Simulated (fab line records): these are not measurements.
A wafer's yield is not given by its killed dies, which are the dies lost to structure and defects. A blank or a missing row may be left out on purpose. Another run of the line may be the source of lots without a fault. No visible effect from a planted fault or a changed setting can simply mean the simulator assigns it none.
Which of the tools did it? -- flow nand_harc -- Sampling: 12 lots, 36 wafers, 5 of 1159 route steps

WHAT THE GAUGES SHOWED, per wafer
NHARC_END_SORT_01. Usual: defect_limited_yield 95.6 %, standard deviation 1.6; killed_at_array 26, standard deviation 11; killed_at_other 0.6, standard deviation 1; killed_at_periphery 3.1, standard deviation 2.1; killed_dies 30, standard deviation 11; killed_open 3.4, standard deviation 1.8; killed_short 2.1, standard deviation 1.5; sort_bin_2_pct 1.3 %, standard deviation 0.64; sort_bin_3_pct 0.25 %, standard deviation 0.23; sort_bin_4_pct 2.8 %, standard deviation 1.1; sort_n_pass 647, standard deviation 11; sort_rim_yield_pct 95.8 %, standard deviation 2.7; sort_yield_pct 95.6 %, standard deviation 1.6.
lot,measured,on,defect_limited_yield (%),killed_at_array,killed_at_other,killed_at_periphery,killed_dies,killed_open,killed_short,sort_bin_2_pct (%),sort_bin_3_pct (%),sort_bin_4_pct (%),sort_n_pass,sort_rim_yield_pct (%),sort_yield_pct (%),flag
L588,day 20 16:59,prober-01,96.2 95.7 95.1,21 26 27,0 0 1,5 3 5,26 29 33,5 3 4,2 4 2,1.3 1.8 1.5,0.15 0 0.44,2.4 2.5 3.0,651 648 644,96.2 96.2 95.3,96.2 95.7 95.1,
L587,day 20 01:25,prober-01,95.7 94.2 96.2,24 37 24,0 1 0,5 1 2,29 39 26,6 4 4,1 2 1,1.9 2.1 2.1,0.15 0.15 0.15,2.2 3.5 1.6,648 638 651,97.2 97.2 97.2,95.7 94.2 96.2,
L590,day 19 19:59,prober-01,94.7 95.9 95.1,33 26 29,0 1 1,3 1 3,36 28 33,4 3 4,1 3 2,1.3 1.0 1.2,0.30 0.15 0.15,3.7 3.0 3.5,641 649 644,97.2 99.1 91.5,94.7 95.9 95.1,
L591,day 20 17:45,prober-02,96.8 95.0 95.4,18 27 26,0 0 0,4 7 5,22 34 31,6 5 6,3 4 3,1.3 1.8 1.2,0.15 0.15 0.15,1.8 3.1 3.2,655 643 646,97.2 96.2 96.2,96.8 95.0 95.4,
L593,day 21 16:07,prober-01,95.1 95.7 95.6,32 26 27,1 0 0,0 3 3,33 29 30,2 4 4,2 1 2,1.2 0.7 1.0,0.30 0 0.15,3.4 3.5 3.2,644 648 647,96.2 95.3 94.3,95.1 95.7 95.6,
L592,day 20 10:45,prober-02,97.2 95.0 96.0,15 24 22,0 2 0,4 8 5,19 34 27,3 6 2,3 1 2,1.2 1.9 1.3,0 0 0.15,1.6 3.1 2.5,658 643 650,95.3 96.2 98.1,97.2 95.0 96.0,
L594,day 21 22:19,prober-01,95.9 94.4 95.4,25 34 28,0 1 2,3 3 1,28 38 31,1 3 3,4 1 1,1.6 1.6 0.9,0.15 0.74 0.59,2.4 3.2 3.1,649 639 646,95.3 95.3 98.1,95.9 94.4 95.4,
L595,day 21 06:38,prober-02,96.5 97.3 97.2,15 15 16,0 0 1,9 3 2,24 18 19,3 1 3,1 2 0,1.3 0.9 1.0,0.30 0 0,1.9 1.8 1.8,653 659 658,98.1 99.1 97.2,96.5 97.3 97.2,
L596,day 21 08:16,prober-01,96.8 95.3 96.5,17 24 21,2 4 1,3 4 2,22 32 24,4 5 3,2 7 5,0.6 0.9 0.9,0.15 0.30 0.15,2.5 3.5 2.5,655 645 653,96.2 93.4 94.3,96.8 95.3 96.5,
L605,day 23 22:02,prober-02,0 92.8 91.3,55 47 52,1 0 4,621 2 3,677 49 59,1 1 4,3 3 4,94.1 1.9 2.2,0.74 0.59 0.89,5.2 4.7 5.6,0 628 618,0 98.1 97.2,0 92.8 91.3,OFF
L608,day 24 19:11,prober-01,0 95.0 0,41 32 37,0 0 1,636 2 639,677 34 677,5 2 3,3 1 1,95.9 1.9 95.9,1.18 0.30 0.30,3.0 2.8 3.8,0 643 0,0 97.2 0,0 95.0 0,OFF
L610,day 24 19:13,prober-02,95.7 96.2 95.4,28 24 28,0 0 0,1 2 3,29 26 31,3 1 5,4 3 2,1.3 1.2 1.2,0 0 0.30,3.0 2.7 3.1,648 651 646,98.1 91.5 98.1,95.7 96.2 95.4,

EACH LOT AND THE TOOL THAT RAN IT (in order: tool; ch and the chambers of the sampled wafers; start)
lot,NHARC_P_M0_PVD_21,NHARC_A_BONDPAD_CMP_19,NHARC_HYBRID_BOND_ACTIVATE_00,NHARC_THIN_TSV_PVD_19
L588,"pvd_sputter-03, day 6 00:47","cmp-03 ch 1,2,3, day 18 15:34","rie_diel-02 ch 1,3, day 18 16:11","pvd_sputter-03, day 20 16:59 or earlier"
L587,"pvd_sputter-02, day 6 01:23","cmp-03 ch 0,1,3, day 18 14:59","rie_diel-02 ch 0,1,2, day 18 15:37","pvd_sputter-03, day 20 01:25 or earlier"
L590,"pvd_sputter-01, day 6 13:57","cmp-04 ch 0,1, day 18 08:17","rie_diel-02 ch 0,1,3, day 18 08:55","pvd_sputter-02, day 19 19:59 or earlier"
L591,"pvd_sputter-01, day 6 18:58","cmp-04 ch 0,1,3, day 18 18:10","rie_diel-07 ch 0,3, day 18 18:47","pvd_sputter-02, day 20 17:45 or earlier"
L593,"pvd_sputter-03, day 7 01:35","cmp-02 ch 1,2,3, day 19 07:13","rie_diel-02 ch 0,1, day 19 07:49","pvd_sputter-03, day 21 16:07 or earlier"
L592,"pvd_sputter-02, day 7 02:23","cmp-03 ch 1,2,3, day 18 16:02","rie_diel-02 ch 0,2,3, day 18 16:43","pvd_sputter-02, day 20 10:45 or earlier"
L594,"pvd_sputter-02, day 7 19:01","cmp-03 ch 0,1,2, day 19 15:44","rie_diel-02 ch 1,2,3, day 19 16:19","pvd_sputter-03, day 21 22:19 or earlier"
L595,"pvd_sputter-02, day 7 20:19","cmp-03 ch 0,3, day 19 18:23","rie_diel-07 ch 0,1,3, day 19 19:00","pvd_sputter-03, day 21 06:38 or earlier"
L596,"pvd_sputter-03, day 7 20:52","cmp-03 ch 0,1,3, day 19 17:21","rie_diel-02 ch 0,1,3, day 19 17:56","pvd_sputter-03, day 21 08:16 or earlier"
L605,"pvd_sputter-01, day 10 07:28","cmp-02 ch 0,3, day 22 14:32","rie_diel-07 ch 0,3, day 22 15:08","pvd_sputter-01, day 23 22:02 or earlier"
L608,"pvd_sputter-01, day 11 00:35","cmp-02 ch 0, day 23 09:51","rie_diel-07 ch 0, day 23 10:27","pvd_sputter-03, day 24 19:11 or earlier"
L610,"pvd_sputter-03, day 11 16:46","cmp-04 ch 2,3, day 23 12:13","rie_diel-02 ch 0,1, day 23 12:49","pvd_sputter-02, day 24 19:13 or earlier"
- NHARC_P_M0_PVD_21: deposits Cu, target thk 30 nm, time 20.49 s.
- NHARC_A_BONDPAD_CMP_19: polishes, t overpolish 30 s, cu recess touch 16 s, target thk 169.8 nm.
- NHARC_HYBRID_BOND_ACTIVATE_00: chemistry N2, time 60 s.
- NHARC_THIN_TSV_PVD_19: deposits TaN, target thk 20 nm.

WHAT THE TOOLS THEMSELVES READ (means of the sampled wafers that have a number; where no wafer has one, the mark that the record gives instead)
NHARC_P_M0_PVD_21. Usual: throttle_valve_pct 30.2 %, standard deviation 1.4.
lot,tool,throttle_valve_pct (%),flag
L588,pvd_sputter-03,32.1,
L587,pvd_sputter-02,30.3,
L590,pvd_sputter-01,29.1,
L591,pvd_sputter-01,29.8,
L593,pvd_sputter-03,31.0,
L592,pvd_sputter-02,30.2,
L594,pvd_sputter-02,30.3,
L595,pvd_sputter-02,30.9,
L596,pvd_sputter-03,30.5,
L605,pvd_sputter-01,30.1,
L608,pvd_sputter-01,30.3,
L610,pvd_sputter-03,31.3,

NHARC_A_BONDPAD_CMP_19. Usual: motor_current_A 12.4 A, standard deviation 1; overpolish_run_s 30.000 s, standard deviation 0.0088.
lot,tool,motor_current_A (A),overpolish_run_s (s),flag
L588,cmp-03,12.7,29.992,
L587,cmp-03,12.4,30.001,
L590,cmp-04,12.0,30.009,
L591,cmp-04,12.4,30.003,
L593,cmp-02,11.3,29.989,
L592,cmp-03,12.5,29.993,
L594,cmp-03,12.8,30.006,
L595,cmp-03,12.3,30.009,
L596,cmp-03,12.5,30.000,
L605,cmp-02,12.0,29.999,
L608,cmp-02,13.1,29.986,
L610,cmp-04,14.6,29.998,

NHARC_HYBRID_BOND_ACTIVATE_00. Usual: drypump_motor_current_A 5.9 A, standard deviation 0.33; mfc_ar_sccm 0.009 sccm, standard deviation 0.015; oes_product_au 1.004 a.u., standard deviation 0.013; rf_vpp_V 64.1 V, standard deviation 0.95; showerhead_plenum_p_Torr 1.76 Torr, standard deviation 0.076.
lot,tool,drypump_motor_current_A (A),mfc_ar_sccm (sccm),oes_product_au (a.u.),rf_vpp_V (V),showerhead_plenum_p_Torr (Torr),flag
L588,rie_diel-02,5.7,0.012,1.017,64.4,1.85,
L587,rie_diel-02,5.8,0.012,1.009,63.8,1.76,
L590,rie_diel-02,5.8,0.012,1.014,64.1,1.78,
L591,rie_diel-07,6.5,0.021,1.003,64.2,1.72,
L593,rie_diel-02,5.7,0.012,1.002,63.5,1.71,
L592,rie_diel-02,5.7,0.000,1.005,64.7,1.76,
L594,rie_diel-02,5.8,0.012,1.009,64.0,1.82,
L595,rie_diel-07,6.2,0.011,0.996,63.5,1.71,
L596,rie_diel-02,5.7,0.012,1.008,64.1,1.78,
L605,rie_diel-07,6.4,0.016,1.000,63.6,1.73,
L608,rie_diel-07,6.5,0.032,0.997,62.2,1.67,
L610,rie_diel-02,5.7,0.023,1.008,64.8,1.77,

NHARC_THIN_TSV_PVD_19. Usual: throttle_valve_pct 30.5 %, standard deviation 1.6.
lot,tool,throttle_valve_pct (%),flag
L588,pvd_sputter-03,29.0,
L587,pvd_sputter-03,29.8,
L590,pvd_sputter-02,30.3,
L591,pvd_sputter-02,30.8,
L593,pvd_sputter-03,30.0,
L592,pvd_sputter-02,31.4,
L594,pvd_sputter-03,30.8,
L595,pvd_sputter-03,31.2,
L596,pvd_sputter-03,29.5,
L605,pvd_sputter-01,30.8,
L608,pvd_sputter-03,30.0,
L610,pvd_sputter-02,30.5,

THE ANSWER, worked out from the rows above alone
Rule: take the mean of a lot's wafers that have a number; if it is more than 3 standard deviations from the usual mean, the lot is off. Also off: a lot with no number at a reading for which 4 or more lots have one. Where the step has rows for the other lots, those lots are counted as sound. The gauges are gone through in route order, then the tools' own readings, and for those a lot's mean is taken as printed above. The first step at which some lot is off is used, and at that step the reading that is off furthest; a lot without a number counts as furthest.
Off: L605, L608 (NHARC_END_SORT_01, killed_at_periphery).
If a tool, at a process step before that reading, ran all the lots that are off and no sound lot after the first of them, it fits. Gauges at NHARC_END_SORT_01: tried the same way as those tools. NHARC_THIN_TSV_PVD_19 gives no start for some lots, so the hours and the order of its lots are those of NHARC_END_SORT_01. Can't be told from this: 3 tools fit, pvd_sputter-01 at NHARC_P_M0_PVD_21, cmp-02 at NHARC_A_BONDPAD_CMP_19, rie_diel-07 at NHARC_HYBRID_BOND_ACTIVATE_00.

WHAT THE SIMULATOR PUT IN
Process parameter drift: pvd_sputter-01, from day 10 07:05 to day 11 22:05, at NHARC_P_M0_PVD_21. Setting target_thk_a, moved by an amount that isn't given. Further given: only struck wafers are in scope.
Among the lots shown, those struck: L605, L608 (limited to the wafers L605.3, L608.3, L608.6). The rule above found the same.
